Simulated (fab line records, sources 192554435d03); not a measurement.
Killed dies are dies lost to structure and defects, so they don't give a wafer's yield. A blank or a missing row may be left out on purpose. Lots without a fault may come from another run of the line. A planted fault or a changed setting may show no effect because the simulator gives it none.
Chamber matching | flow n5_finfet | N5_MOL_CONTACT_COAG_ETCH_65 on rie_diel-05: 4 sister chambers
The step etches underlayer in N2/H2, target depth 13 nm, time 10.4 s. 4 wafers are shown with their chamber, then 7 later ones without.

WAFERS WITH THEIR CHAMBER
wafer  | chamber | throttle_valve_pct (%)
L083.5 | 3       | 17.86
L084.5 | 2       | 17.69
L088.1 | 0       | 18.16
L088.2 | 1       | 17.82

WAFERS WITHOUT THEIR CHAMBER
wafer  | throttle_valve_pct (%)
L088.4 | 17.90
L095.1 | 17.84
L095.3 | 18.18
L095.6 | 17.88
L097.1 | 17.90
L097.4 | 18.21
L097.6 | 17.91

WHICH CHAMBER EACH WENT THROUGH
wafer  | from the rows above     | in truth
L088.4 | can't be placed: 3 or 1 | 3
L095.1 | can't be placed: 1 or 3 | 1
L095.3 | 0                       | 0
L095.6 | can't be placed: 3 or 1 | 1
L097.1 | can't be placed: 3 or 1 | 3
L097.4 | 0                       | 0
L097.6 | can't be placed: 3 or 1 | 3
Placed correctly: 2 of 7. Can't be placed from these rows: 5 (the true chamber is among the candidates in 5). Placed wrongly: 0.
How it was worked out, from the rows above alone: a wafer's distance from a chamber is the root of the sum, over the readings, of the square of ((its reading less the chamber's mean) divided by the reading's scatter). The wafer belongs to the nearest chamber; if the next one is less than 2 further off, it can't be placed. A chamber's mean is the mean of its shown wafers. The scatter: with one shown wafer a chamber, the root of the mean of the squares of how far each hidden wafer lies from its nearest shown one.
